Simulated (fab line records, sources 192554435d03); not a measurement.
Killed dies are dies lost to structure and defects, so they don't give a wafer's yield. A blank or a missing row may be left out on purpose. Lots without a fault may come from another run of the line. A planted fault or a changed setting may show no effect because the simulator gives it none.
Which tool did it? | flow n5_finfet | 24 lots, 72 wafers sampled, at 6 steps of a route of 1938

WHAT THE GAUGES READ, wafer by wafer
The record holds no reading of a measuring or inspecting step that can be judged against a usual standard deviation.

WHICH TOOL RAN EACH LOT (tool, then ch and the chambers of the sampled wafers, then the start)
lot  | N5_BEOL_M2_ANNEAL_82         | N5_BEOL_M2_SPUTTER_94        | N5_BEOL_M3_ALD_84                   | N5_BEOL_M3_ANNEAL_49         | N5_BEOL_M3_SPUTTER_96        | N5_BEOL_M4_PECVD_72
L074 | pvd_sputter-03, day 6 21:25  | pvd_sputter-03, day 6 22:26  | ald_metal-01 ch 0,1,2, day 7 04:14  | pvd_sputter-01, day 7 04:56  | pvd_sputter-01, day 7 06:37  | pecvd-04 ch 1,2, day 7 09:25
L075 | pvd_sputter-01, day 6 21:59  | pvd_sputter-01, day 6 23:00  | ald_metal-02 ch 1,2,3, day 7 07:28  | pvd_sputter-03, day 7 08:03  | pvd_sputter-03, day 7 09:44  | pecvd-01 ch 1,2, day 7 13:40
L076 | pvd_sputter-03, day 7 05:55  | pvd_sputter-03, day 7 06:56  | ald_metal-01 ch 0,1,2, day 7 15:52  | pvd_sputter-02, day 7 16:41  | pvd_sputter-02, day 7 18:22  | pecvd-04 ch 0,1,2, day 7 23:20
L077 | pvd_sputter-03, day 7 11:03  | pvd_sputter-03, day 7 12:04  | ald_metal-01 ch 0,1,2, day 7 19:57  | pvd_sputter-02, day 7 20:29  | pvd_sputter-02, day 7 22:10  | pecvd-01 ch 0,1,2, day 8 03:02
L078 | pvd_sputter-01, day 7 21:26  | pvd_sputter-01, day 7 22:28  | ald_metal-02 ch 2,3, day 8 08:25    | pvd_sputter-01, day 8 08:59  | pvd_sputter-01, day 8 10:40  | pecvd-01 ch 0,2, day 8 14:29
L079 | pvd_sputter-02, day 8 00:30  | pvd_sputter-02, day 8 01:31  | ald_metal-03 ch 0,1,3, day 8 08:35  | pvd_sputter-03, day 8 09:13  | pvd_sputter-03, day 8 10:53  | pecvd-02 ch 0,1, day 8 14:59
L080 | pvd_sputter-01, day 8 06:47  | pvd_sputter-01, day 8 07:48  | ald_metal-02 ch 1,2, day 8 14:51    | pvd_sputter-03, day 8 15:27  | pvd_sputter-03, day 8 17:08  | pecvd-01 ch 0,1, day 8 21:53
L081 | pvd_sputter-01, day 8 14:59  | pvd_sputter-01, day 8 16:01  | ald_metal-01 ch 1,2,3, day 9 00:53  | pvd_sputter-01, day 9 01:32  | pvd_sputter-01, day 9 03:13  | pecvd-02 ch 1,2, day 9 07:27
L082 | pvd_sputter-03, day 8 23:50  | pvd_sputter-03, day 9 00:52  | ald_metal-02 ch 0,2, day 9 07:47    | pvd_sputter-03, day 9 08:26  | pvd_sputter-03, day 9 10:07  | pecvd-04 ch 0, day 9 15:14
L083 | pvd_sputter-02, day 9 01:34  | pvd_sputter-02, day 9 02:35  | ald_metal-02 ch 0,1,2, day 9 09:35  | pvd_sputter-03, day 9 10:29  | pvd_sputter-03, day 9 12:10  | pecvd-01 ch 0,1,2, day 9 15:45
L084 | pvd_sputter-02, day 9 10:31  | pvd_sputter-02, day 9 11:32  | ald_metal-02 ch 1,2,3, day 9 19:31  | pvd_sputter-01, day 9 20:07  | pvd_sputter-01, day 9 21:47  | pecvd-04 ch 1, day 10 02:46
L085 | pvd_sputter-01, day 9 16:11  | pvd_sputter-01, day 9 17:12  | ald_metal-03 ch 1,2, day 10 01:06   | pvd_sputter-01, day 10 02:11 | pvd_sputter-01, day 10 03:52 | pecvd-01 ch 0,1, day 10 07:40
L086 | pvd_sputter-02, day 9 21:48  | pvd_sputter-02, day 9 22:49  | ald_metal-03 ch 0,1,2, day 10 09:03 | pvd_sputter-03, day 10 09:52 | pvd_sputter-03, day 10 11:33 | pecvd-04 ch 0,1, day 10 13:02
L087 | pvd_sputter-01, day 9 23:29  | pvd_sputter-01, day 10 00:31 | ald_metal-01 ch 0,1, day 10 11:44   | pvd_sputter-03, day 10 12:20 | pvd_sputter-03, day 10 14:01 | pecvd-04 ch 1,2, day 10 17:03
L089 | pvd_sputter-02, day 10 13:11 | pvd_sputter-02, day 10 14:13 | ald_metal-02 ch 0,1,2, day 10 20:47 | pvd_sputter-03, day 10 21:43 | pvd_sputter-03, day 10 23:29 | pecvd-02 ch 0,2, day 11 00:41
L088 | pvd_sputter-01, day 10 15:38 | pvd_sputter-01, day 10 16:40 | ald_metal-02 ch 0,2, day 11 03:23   | pvd_sputter-01, day 11 03:56 | pvd_sputter-01, day 11 05:37 | pecvd-02 ch 0,1,2, day 11 06:50
L090 | pvd_sputter-02, day 10 18:58 | pvd_sputter-02, day 10 19:59 | ald_metal-02 ch 0,1,3, day 11 03:36 | pvd_sputter-02, day 11 04:20 | pvd_sputter-02, day 11 06:01 | pecvd-02 ch 0,1,2, day 11 07:13
L093 | pvd_sputter-01, day 11 13:25 | pvd_sputter-01, day 11 14:26 | ald_metal-03 ch 0,2,3, day 11 19:35 | pvd_sputter-02, day 11 20:18 | pvd_sputter-02, day 11 21:59 | pecvd-04 ch 1,2, day 12 02:14
L091 | pvd_sputter-03, day 11 15:11 | pvd_sputter-03, day 11 16:12 | ald_metal-02 ch 0,1,2, day 11 23:22 | pvd_sputter-03, day 11 23:58 | pvd_sputter-03, day 12 01:38 | pecvd-02 ch 0,1,2, day 12 03:25
L092 | pvd_sputter-02, day 11 16:49 | pvd_sputter-02, day 11 17:50 | ald_metal-01 ch 0,1,3, day 12 00:25 | pvd_sputter-03, day 12 02:05 | pvd_sputter-03, day 12 03:46 | pecvd-01 ch 0,2, day 12 04:59
L094 | pvd_sputter-01, day 11 18:30 | pvd_sputter-01, day 11 19:31 | ald_metal-01 ch 0,1,3, day 12 02:20 | pvd_sputter-02, day 12 02:53 | pvd_sputter-02, day 12 04:34 | pecvd-04 ch 1,2, day 12 05:48
L095 | pvd_sputter-03, day 11 21:06 | pvd_sputter-03, day 11 22:07 | ald_metal-01 ch 0,1,3, day 12 08:04 | pvd_sputter-02, day 12 08:57 | pvd_sputter-02, day 12 10:38 | pecvd-01 ch 1,2, day 12 11:53
L096 | pvd_sputter-01, day 12 12:47 | pvd_sputter-01, day 12 13:48 | ald_metal-01 ch 1,2, day 12 21:24   | pvd_sputter-02, day 12 23:52 | pvd_sputter-02, day 13 01:32 | pecvd-04 ch 0,1,2, day 13 02:46
L097 | pvd_sputter-03, day 13 11:53 | pvd_sputter-03, day 13 12:54 | ald_metal-01 ch 0,3, day 13 18:26   | pvd_sputter-02, day 13 19:14 | pvd_sputter-02, day 13 20:55 | pecvd-01 ch 0,1,2, day 13 22:10
- N5_BEOL_M2_ANNEAL_82: time 240 s.
- N5_BEOL_M2_SPUTTER_94: material Cu, target thk 4.5 nm, time 8.29 s.
- N5_BEOL_M3_ALD_84: deposits TaN, pulse time 2 s, purge time 3 s, co reactant purge time 2 s.
- N5_BEOL_M3_ANNEAL_49: time 240 s.
- N5_BEOL_M3_SPUTTER_96: material Cu, target thk 4.5 nm, time 8.29 s.
- N5_BEOL_M4_PECVD_72: deposits SiO2 from TEOS/O2, target thk 16 nm, time 18 s.

WHAT THE TOOLS THEMSELVES READ (means of the sampled wafers that have a number; where no wafer has one, the mark that the record gives instead)
N5_BEOL_M2_ANNEAL_82.
lot  | tool           | heater_power_w (W)
L074 | pvd_sputter-03 | 826
L075 | pvd_sputter-01 | 911
L076 | pvd_sputter-03 | 785
L077 | pvd_sputter-03 | 789
L078 | pvd_sputter-01 | 892
L079 | pvd_sputter-02 | 898
L080 | pvd_sputter-01 | 854
L081 | pvd_sputter-01 | 887
L082 | pvd_sputter-03 | 838
L083 | pvd_sputter-02 | 895
L084 | pvd_sputter-02 | 924
L085 | pvd_sputter-01 | 871
L086 | pvd_sputter-02 | 847
L087 | pvd_sputter-01 | 868
L089 | pvd_sputter-02 | 934
L088 | pvd_sputter-01 | 813
L090 | pvd_sputter-02 | 932
L093 | pvd_sputter-01 | 884
L091 | pvd_sputter-03 | 819
L092 | pvd_sputter-02 | 922
L094 | pvd_sputter-01 | 886
L095 | pvd_sputter-03 | 776
L096 | pvd_sputter-01 | 821
L097 | pvd_sputter-03 | 789

N5_BEOL_M2_SPUTTER_94.
lot  | tool           | chuck_gas_flow_sccm (sccm) | throttle_valve_pct (%)
L074 | pvd_sputter-03 | 1.25                       | 29.2
L075 | pvd_sputter-01 | 1.31                       | 30.1
L076 | pvd_sputter-03 | 1.30                       | 29.8
L077 | pvd_sputter-03 | 1.26                       | 29.8
L078 | pvd_sputter-01 | 1.28                       | 30.3
L079 | pvd_sputter-02 | 1.26                       | 29.8
L080 | pvd_sputter-01 | 1.23                       | 30.1
L081 | pvd_sputter-01 | 1.27                       | 30.3
L082 | pvd_sputter-03 | 1.23                       | 29.4
L083 | pvd_sputter-02 | 1.26                       | 29.8
L084 | pvd_sputter-02 | 1.29                       | 30.1
L085 | pvd_sputter-01 | 1.27                       | 29.6
L086 | pvd_sputter-02 | 1.24                       | 29.2
L087 | pvd_sputter-01 | 1.27                       | 30.2
L089 | pvd_sputter-02 | 1.31                       | 29.9
L088 | pvd_sputter-01 | 1.25                       | 29.6
L090 | pvd_sputter-02 | 1.30                       | 30.3
L093 | pvd_sputter-01 | 1.27                       | 30.4
L091 | pvd_sputter-03 | 1.28                       | 29.6
L092 | pvd_sputter-02 | 1.30                       | 30.3
L094 | pvd_sputter-01 | 1.27                       | 30.3
L095 | pvd_sputter-03 | 1.26                       | 29.5
L096 | pvd_sputter-01 | 1.23                       | 29.7
L097 | pvd_sputter-03 | 1.24                       | 29.6

N5_BEOL_M3_ALD_84.
lot  | tool         | heater_power_w (W)
L074 | ald_metal-01 | 383
L075 | ald_metal-02 | 416
L076 | ald_metal-01 | 378
L077 | ald_metal-01 | 374
L078 | ald_metal-02 | 383
L079 | ald_metal-03 | 391
L080 | ald_metal-02 | 441
L081 | ald_metal-01 | 383
L082 | ald_metal-02 | 374
L083 | ald_metal-02 | 418
L084 | ald_metal-02 | 411
L085 | ald_metal-03 | 393
L086 | ald_metal-03 | 407
L087 | ald_metal-01 | 397
L089 | ald_metal-02 | 407
L088 | ald_metal-02 | 376
L090 | ald_metal-02 | 385
L093 | ald_metal-03 | 405
L091 | ald_metal-02 | 407
L092 | ald_metal-01 | 413
L094 | ald_metal-01 | 418
L095 | ald_metal-01 | 413
L096 | ald_metal-01 | 344
L097 | ald_metal-01 | 429

N5_BEOL_M3_ANNEAL_49.
lot  | tool           | heater_power_w (W)
L074 | pvd_sputter-01 | 850
L075 | pvd_sputter-03 | 789
L076 | pvd_sputter-02 | 837
L077 | pvd_sputter-02 | 900
L078 | pvd_sputter-01 | 844
L079 | pvd_sputter-03 | 783
L080 | pvd_sputter-03 | 787
L081 | pvd_sputter-01 | 865
L082 | pvd_sputter-03 | 825
L083 | pvd_sputter-03 | 808
L084 | pvd_sputter-01 | 877
L085 | pvd_sputter-01 | 890
L086 | pvd_sputter-03 | 821
L087 | pvd_sputter-03 | 825
L089 | pvd_sputter-03 | 779
L088 | pvd_sputter-01 | 885
L090 | pvd_sputter-02 | 872
L093 | pvd_sputter-02 | 935
L091 | pvd_sputter-03 | 788
L092 | pvd_sputter-03 | 820
L094 | pvd_sputter-02 | 975
L095 | pvd_sputter-02 | 933
L096 | pvd_sputter-02 | 891
L097 | pvd_sputter-02 | 813

N5_BEOL_M3_SPUTTER_96.
lot  | tool           | chuck_gas_flow_sccm (sccm) | throttle_valve_pct (%)
L074 | pvd_sputter-01 | 1.25                       | 30.2
L075 | pvd_sputter-03 | 1.25                       | 29.4
L076 | pvd_sputter-02 | 1.33                       | 28.8
L077 | pvd_sputter-02 | 1.33                       | 29.6
L078 | pvd_sputter-01 | 1.24                       | 30.1
L079 | pvd_sputter-03 | 1.24                       | 29.7
L080 | pvd_sputter-03 | 1.23                       | 29.8
L081 | pvd_sputter-01 | 1.28                       | 30.0
L082 | pvd_sputter-03 | 1.26                       | 29.7
L083 | pvd_sputter-03 | 1.27                       | 29.5
L084 | pvd_sputter-01 | 1.23                       | 30.4
L085 | pvd_sputter-01 | 1.29                       | 30.5
L086 | pvd_sputter-03 | 1.25                       | 29.6
L087 | pvd_sputter-03 | 1.22                       | 29.9
L089 | pvd_sputter-03 | 1.22                       | 29.7
L088 | pvd_sputter-01 | 1.23                       | 30.4
L090 | pvd_sputter-02 | 1.30                       | 29.3
L093 | pvd_sputter-02 | 1.24                       | 29.9
L091 | pvd_sputter-03 | 1.26                       | 30.1
L092 | pvd_sputter-03 | 1.23                       | 29.7
L094 | pvd_sputter-02 | 1.30                       | 30.6
L095 | pvd_sputter-02 | 1.27                       | 29.9
L096 | pvd_sputter-02 | 1.27                       | 29.7
L097 | pvd_sputter-02 | 1.29                       | 29.0

N5_BEOL_M4_PECVD_72.
lot  | tool     | heater_power_w (W) | showerhead_plenum_p_Torr (Torr) | throttle_valve_pct (%)
L074 | pecvd-04 | 638                | 8.83                            | 22.6
L075 | pecvd-01 | 779                | 8.77                            | 21.6
L076 | pecvd-04 | 644                | 8.77                            | 22.5
L077 | pecvd-01 | 802                | 8.79                            | 22.6
L078 | pecvd-01 | 833                | 8.81                            | 23.4
L079 | pecvd-02 | 755                | 8.69                            | 21.1
L080 | pecvd-01 | 781                | 8.77                            | 22.6
L081 | pecvd-02 | 729                | 8.72                            | 20.6
L082 | pecvd-04 | 543                | 8.75                            | 21.4
L083 | pecvd-01 | 821                | 8.79                            | 22.6
L084 | pecvd-04 | 434                | 8.64                            | 22.5
L085 | pecvd-01 | 725                | 8.81                            | 23.3
L086 | pecvd-04 | 580                | 8.71                            | 22.0
L087 | pecvd-04 | 616                | 8.73                            | 21.5
L089 | pecvd-02 | 696                | 8.75                            | 21.0
L088 | pecvd-02 | 748                | 8.74                            | 20.7
L090 | pecvd-02 | 759                | 8.73                            | 20.8
L093 | pecvd-04 | 637                | 8.74                            | 21.5
L091 | pecvd-02 | 738                | 8.73                            | 20.7
L092 | pecvd-01 | 801                | 8.83                            | 23.4
L094 | pecvd-04 | 609                | 8.74                            | 21.6
L095 | pecvd-01 | 786                | 8.78                            | 21.4
L096 | pecvd-04 | 628                | 8.76                            | 21.3
L097 | pecvd-01 | 746                | 8.80                            | 22.6

THE ANSWER, worked out from the rows above alone
Rule: what is usual is taken from the lots themselves. Put in order of their means at a reading, lots are off if they are a third of the lots or fewer, leave a main group of 4 or more, and stand apart from it by a gap of 3 or more times the standard deviation of the main group's means; of several such gaps the widest counts. A main group whose means are all the same, to the digits that the tables above print for the reading, isn't used. A lot without any number at a reading at which 4 lots or more have one is off too. The other lots that the step has rows for count as sound. The gauges are gone through in route order, then the tools' own readings, and for those a lot's mean is taken as printed above. The first step at which some lot is off is used, and at that step the reading that is off furthest; a lot without a number counts as furthest.
No lot is off at any reading shown: from this, nothing can be told.

WHAT THE SIMULATOR HAD PUT IN
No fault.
